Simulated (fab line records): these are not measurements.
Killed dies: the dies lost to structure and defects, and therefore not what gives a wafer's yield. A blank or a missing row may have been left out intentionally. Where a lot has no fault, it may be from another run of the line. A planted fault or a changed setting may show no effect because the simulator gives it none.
Chamber matching	flow n5_finfet	N5_BEOL_M11_DESCUM_16 on rie_diel-03: 4 sister chambers
The step chemistry O2, time 7.9 s. 4 wafers are shown with their chamber, then 11 later ones without.

## WAFERS PAIRED WITH THEIR CHAMBERS
wafer	chamber	drypump_motor_current_A (A)
L089.5	0	5.2
L092.5	2	6.0
L092.6	3	6.4
L093.1	1	5.9

## WAFERS WHOSE CHAMBER IS MISSING
wafer	drypump_motor_current_A (A)
L093.3	6.5
L093.6	5.3
L094.1	5.9
L094.3	6.5
L094.4	5.2
L095.1	5.9
L095.3	5.2
L095.6	6.5
L097.2	5.9
L097.3	6.0
L097.6	6.5

## WHICH CHAMBER EACH WENT THROUGH
wafer	from the rows above	in truth
L093.3	3	3
L093.6	0	0
L094.1	can't be placed: 1 or 2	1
L094.3	3	3
L094.4	0	0
L095.1	can't be placed: 1 or 2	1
L095.3	0	0
L095.6	3	3
L097.2	can't be placed: 1 or 2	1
L097.3	can't be placed: 2 or 1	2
L097.6	3	3
Correct placement for 7 of the 11. These rows do not allow placing 4 (true chamber among the candidates in 4). Wrongly placed: 0.
How it was worked out, from the rows above alone: a wafer's distance from a chamber is the root of the sum, over the readings, of the square of ((its reading less the chamber's mean) divided by the reading's scatter). The wafer belongs to the nearest chamber; if the next one is less than 2 further off, it can't be placed. A chamber's mean is the mean of its shown wafers. The scatter: with one shown wafer a chamber, the root of the mean of the squares of how far each hidden wafer lies from its nearest shown one.
